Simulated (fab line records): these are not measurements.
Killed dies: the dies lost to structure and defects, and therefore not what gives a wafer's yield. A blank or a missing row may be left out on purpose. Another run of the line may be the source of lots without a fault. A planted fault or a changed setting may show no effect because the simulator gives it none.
fab line records	flow n5_finfet
[record] lots = 14	wafers = 42	last_day = 17
route steps=1938 shown BEOL_M0_SAQP@632
lots that met no fault: taken from a fault-free run of the same line
start_h: hours from the record's first day to the start of the lot's first wafer shown	wait_h: hours from the lot's prior step to this one	" as in the row above	L1.1+2: a row that stands for several wafers	- no value present, or no start provided	* or withheld: withheld	< > ~ a bound
route shown NAME@n: NAME is a module with steps in the file, n the number in the route of the first one	usual: mean and standard deviation over wafers with no fault	same: alike in all rows	chamber/n: place in a boat	sites: readings site by site	_std_site: how widely they spread, as a standard deviation	_edge_site: mean of outer sites minus mean of inner sites	radius_mm: how far each site lies from the wafer's centre	mask NAME#n: copy n	behind: the most recent tool/chamber to have shaped the wafer	hold: cause of the lot's hold/its duration in hours/its outcome	device: whichever transistor did not switch (one of n, p or np)	end of line: the tests these same wafers got at the end of their route	for a step that has no rows: nothing shown but its recipe	killed: count of dies lost to structure and defects at first sort (not the wafer's yield)	map: a wafer's dies, marking killed ones x, the rest . and places with no die _
set.NAME: the run value of the setting; set.NAME@STEP: its run value at that earlier step	model.NAME: the simulator's own value behind a step, which no gauge read
one table for each step of the route and one row for each wafer, over a sample of lots
services: from which hour (start_h, from the record's first day; less than 0 if before it) a tool's chamber was out of use, for how many hours, and why
[[steps]]
[step N5_BEOL_M0_SAQP_PECVD_00]
[recipe] material = SiCN	target_thk_a = 80	temp_c = withheld	precursor = 3MS/NH3	pressure_torr = 3	rf_w = 202	time_s = 14
[usual] showerhead_plenum_p_Torr = 3.662/0.012	throttle_valve_pct = 9.2/0.57
lot.wafer	tool	chamber	start_h	wait_h	showerhead_plenum_p_Torr	throttle_valve_pct
L482.4	pecvd-02	1	105.36	0.1	3.671	10.0
L482.5	"	0	"	"	3.644	9.4
L482.6	"	2	"	"	3.646	9.0
L483.1	pecvd-04	2	112.30	0.2	3.668	8.1
L483.3	"	1	"	"	3.660	9.9
L483.6	"	2	"	"	3.669	8.2
L484.1	pecvd-04	2	120.93	0.2	3.674	8.3
L484.3	"	1	"	"	3.654	9.6
L484.5	"	1	"	"	3.665	9.5
L485.1	pecvd-03	2	127.81	0.2	3.652	8.7
L485.2	"	1	"	"	3.667	9.1
L485.5	"	0	"	"	3.672	8.8
L488.1	pecvd-03	1	138.49	0.2	3.658	8.8
L488.4	"	1	"	"	3.666	9.0
L488.6	"	0	"	"	3.681	8.5
L489.3	pecvd-03	2	147.32	0.1	3.644	8.8
L489.4	"	2	"	"	3.651	8.7
L489.5	"	1	"	"	3.660	9.0
L490.2	pecvd-04	1	155.04	0.2	3.664	9.6
L490.3	"	2	"	"	3.661	8.3
L490.6	"	0	"	"	3.671	9.7
L492.4	pecvd-04	0	168.68	0.1	3.670	9.6
L492.5	"	1	"	"	3.652	9.6
L492.6	"	2	"	"	3.660	8.2
L493.2	pecvd-03	1	171.66	0.2	3.666	9.2
L493.4	"	0	"	"	3.670	8.7
L493.5	"	1	"	"	3.665	9.1
L495.1	pecvd-02	0	182.15	0.2	3.643	9.9
L495.2	"	2	"	"	3.659	9.2
L495.3	"	1	"	"	3.675	10.0
L497.1	pecvd-02	0	198.20	0.2	3.640	9.9
L497.3	"	1	"	"	3.680	10.1
L497.6	"	2	"	"	3.649	9.2
L499.1	pecvd-03	1	209.84	0.2	3.661	8.9
L499.2	"	0	"	"	3.671	8.9
L499.6	"	1	"	"	3.668	9.0
L500.1	pecvd-03	1	213.88	0.2	3.663	9.3
L500.2	"	0	"	"	3.683	8.4
L500.3	"	1	"	"	3.655	9.2
L505.2	pecvd-02	2	242.64	0.2	3.652	9.5
L505.3	"	0	"	"	3.647	9.6
L505.6	"	1	"	"	3.668	10.1
[step N5_BEOL_M0_SAQP_THK_MEAS_05]
[usual] thk_nm = 59.8/0.77
lot.wafer	tool	chamber	start_h	wait_h	thk_nm
L482.4	film_metro-01	-	106.46	0.0	60.7
L482.5	"	-	"	"	60.8
L482.6	"	-	"	"	60.8
L483.1	film_metro-01	-	114.74	0.1	58.7
L483.3	"	-	"	"	58.6
L483.6	"	-	"	"	59.2
L484.1	film_metro-02	-	122.40	0.1	58.5
L484.3	"	-	"	"	58.7
L484.5	"	-	"	"	59.5
L485.1	film_metro-01	-	128.76	0.1	59.4
L485.2	"	-	"	"	58.5
L485.5	"	-	"	"	60.1
L488.1	film_metro-01	-	138.97	0.1	60.0
L488.4	"	-	"	"	60.6
L488.6	"	-	"	"	60.9
L489.3	film_metro-02	-	148.60	0.1	58.8
L489.4	"	-	"	"	60.8
L489.5	"	-	"	"	61.4
L490.2	film_metro-01	-	155.46	0.1	60.2
L490.3	"	-	"	"	60.5
L490.6	"	-	"	"	60.7
L492.4	film_metro-01	-	169.07	0.0	59.5
L492.5	"	-	"	"	60.6
L492.6	"	-	"	"	59.8
L493.2	film_metro-02	-	174.22	0.1	59.3
L493.4	"	-	"	"	60.3
L493.5	"	-	"	"	60.3
L495.1	film_metro-02	-	183.09	0.1	58.7
L495.2	"	-	"	"	58.3
L495.3	"	-	"	"	59.9
L497.1	film_metro-02	-	199.83	0.1	58.5
L497.3	"	-	"	"	59.7
L497.6	"	-	"	"	60.0
L499.1	film_metro-01	-	210.95	0.1	59.4
L499.2	"	-	"	"	59.4
L499.6	"	-	"	"	60.4
L500.1	film_metro-02	-	215.53	0.1	59.6
L500.2	"	-	"	"	60.8
L500.3	"	-	"	"	60.9
L505.2	film_metro-01	-	244.95	0.1	59.7
L505.3	"	-	"	"	59.6
L505.6	"	-	"	"	60.7
[step N5_BEOL_M0_SAQP_HM_DEP_111]
[recipe] material = SiO2	target_thk_a = 120	temp_c = 400	precursor = SiH4/N2O	pressure_torr = 0.75	rf_w = 275	time_s = 7.2
[usual] heater_power_w = 732/54	showerhead_plenum_p_Torr = 8.10/0.13	susceptor_temp_C = 400.00/0.25
lot.wafer	tool	chamber	start_h	wait_h	heater_power_w	showerhead_plenum_p_Torr	susceptor_temp_C
L482.4	pecvd-02	1	106.52	0.1	693	8.23	399.84
L482.5	"	0	"	"	724	7.92	399.55
L482.6	"	2	"	"	754	7.99	399.80
L483.1	pecvd-04	0	114.78	0.0	695	8.23	400.08
L483.3	"	1	"	"	842	8.09	399.91
L483.6	"	1	"	"	813	8.09	399.90
L484.1	pecvd-03	2	122.44	0.0	794	7.94	400.22
L484.3	"	1	"	"	731	8.12	400.24
L484.5	"	1	"	"	738	8.10	400.17
L485.1	pecvd-04	0	128.80	0.0	696	8.22	400.01
L485.2	"	2	"	"	746	8.17	399.86
L485.5	"	2	"	"	741	8.15	400.03
L488.1	pecvd-02	0	139.01	0.0	629	7.93	400.03
L488.4	"	2	"	"	743	8.01	400.02
L488.6	"	1	"	"	695	8.21	400.11
L489.3	pecvd-03	1	148.64	0.0	798	8.13	400.06
L489.4	"	0	"	"	803	8.30	400.21
L489.5	"	1	"	"	803	8.12	400.04
L490.2	pecvd-03	2	155.50	0.0	730	7.94	400.02
L490.3	"	0	"	"	771	8.27	400.05
L490.6	"	2	"	"	713	7.94	400.14
L492.4	pecvd-04	1	169.13	0.1	852	8.10	400.11
L492.5	"	0	"	"	697	8.22	399.92
L492.6	"	2	"	"	742	8.17	399.87
L493.2	pecvd-02	2	174.26	0.0	706	8.01	400.01
L493.4	"	1	"	"	734	8.23	400.24
L493.5	"	0	"	"	771	7.91	399.91
L495.1	pecvd-02	0	183.13	0.0	713	7.94	399.96
L495.2	"	2	"	"	763	8.03	400.23
L495.3	"	1	"	"	658	8.23	400.28
L497.1	pecvd-02	2	199.87	0.0	747	8.03	400.38
L497.3	"	0	"	"	756	7.94	399.87
L497.6	"	1	"	"	733	8.22	399.71
L499.1	pecvd-02	1	210.99	0.0	622	8.22	399.86
L499.2	"	2	"	"	670	8.02	400.11
L499.6	"	1	"	"	627	8.22	399.75
L500.1	pecvd-04	1	215.57	0.0	840	8.09	399.56
L500.2	"	0	"	"	705	8.24	400.14
L500.3	"	0	"	"	692	8.27	399.93
L505.2	pecvd-03	2	244.98	0.0	807	7.92	399.75
L505.3	"	0	"	"	777	8.27	399.57
L505.6	"	2	"	"	779	7.89	399.74
[step N5_BEOL_M0_SAQP_PEB_12]
[recipe] peb_temp_c = withheld	peb_time_s = 60	resist = CAR-ArF
[usual] chill_plate_temp_C = 23.00/0.11	exhaust_pa = 44.9/0.92
lot.wafer	tool	chamber	start_h	wait_h	chill_plate_temp_C	exhaust_pa
L482.4	litho_track-03	0	106.88	0.0	22.94	44.6
L482.5	"	0	"	"	22.96	45.8
L482.6	"	0	"	"	23.07	44.5
L483.1	litho_track-01	0	115.17	0.1	23.08	45.5
L483.3	"	0	"	"	22.91	45.0
L483.6	"	0	"	"	22.83	45.7
L484.1	litho_track-01	0	122.69	0.1	23.09	45.0
L484.3	"	0	"	"	23.05	44.4
L484.5	"	0	"	"	23.07	43.6
L485.1	litho_track-03	0	129.05	0.1	23.16	45.5
L485.2	"	0	"	"	23.08	44.9
L485.5	"	0	"	"	23.18	45.7
L488.1	litho_track-03	0	139.38	0.1	22.93	44.3
L488.4	"	0	"	"	22.85	43.7
L488.6	"	0	"	"	22.98	44.4
L489.3	litho_track-01	0	149.02	0.0	23.10	43.7
L489.4	"	0	"	"	23.04	44.1
L489.5	"	0	"	"	23.04	44.4
L490.2	litho_track-01	0	155.75	0.0	22.88	45.8
L490.3	"	0	"	"	23.00	45.4
L490.6	"	0	"	"	23.02	44.5
L492.4	litho_track-01	0	169.49	0.0	22.93	44.1
L492.5	"	0	"	"	22.95	45.0
L492.6	"	0	"	"	22.84	43.3
L493.2	litho_track-03	0	174.63	0.0	22.96	46.7
L493.4	"	0	"	"	23.09	46.9
L493.5	"	0	"	"	22.91	45.6
L495.1	litho_track-01	0	183.38	0.1	22.94	43.6
L495.2	"	0	"	"	22.98	43.6
L495.3	"	0	"	"	23.03	43.5
L497.1	litho_track-05	0	200.12	0.1	22.91	45.9
L497.3	"	0	"	"	22.89	46.0
L497.6	"	0	"	"	22.86	44.3
L499.1	litho_track-05	-	211.37	0.1	-	-
L499.2	"	-	"	"	-	-
L499.6	"	-	"	"	-	-
L500.1	litho_track-03	-	215.97	0.1	-	-
L500.2	"	-	"	"	-	-
L500.3	"	-	"	"	-	-
L505.2	litho_track-05	0	245.36	0.0	23.03	46.0
L505.3	"	0	"	"	22.92	43.5
L505.6	"	0	"	"	23.12	45.1
[[services]]
tool	chamber	start_h	hours	kind
pecvd-03	0	82.78	5.0	scheduled_down
pecvd-03	0	98.50	6.5	repair
pecvd-04	2	100.59	2.1	scheduled_down
litho_track-05	-	122.97	-	consumable_replace:filter
pecvd-03	-	126.99	0.5	repair
pecvd-02	1	131.04	2.1	scheduled_down
pecvd-04	-	133.72	14.6	pm
pecvd-02	2	156.91	2.1	scheduled_down
pecvd-04	0	173.37	10.2	repair
pecvd-04	2	190.12	32.7	repair
pecvd-03	1	193.83	5.5	scheduled_down
pecvd-03	2	198.64	13.5	repair
pecvd-03	2	212.18	-	clean
pecvd-03	2	212.18	-	consumable_replace:showerhead
pecvd-03	2	212.18	29.0	scheduled_down
pecvd-03	2	212.18	29.0	vent_cycle
pecvd-02	2	215.15	5.5	scheduled_down
[[key]]
[first_sign] step = N5_BEOL_M0_SAQP_PEB_12	reading = tool_record	direction = missing
effect none on later readings
met_at N5_BEOL_M0_SAQP_PEB_12
struck_lots L499,L500
later_rows_left_out L499.1,L499.2,L499.6,L500.1,L500.2,L500.3
sort_left_out L499.1,L499.2,L499.6,L500.1,L500.2,L500.3
not_acting_at N5_BEOL_M0_SAQP_PECVD_00,N5_BEOL_M0_SAQP_THK_MEAS_05,N5_BEOL_M0_SAQP_HM_DEP_111
onset_between 200.12 211.37
[fault] kind = skipped_step_whole	tool = litho_track-03,litho_track-05	chamber = -	onset_h = 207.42	steps = N5_BEOL_M0_SAQP_PEB_12	scope = struck_lots_only
// sort_left_out: the simulated sort isn't trusted on such a fault, so these wafers' sort isn't shown, and their yield isn't known
// later_rows_left_out: the simulator's readings of these wafers behind a module that went badly wrong aren't trusted and aren't shown, but for the sort
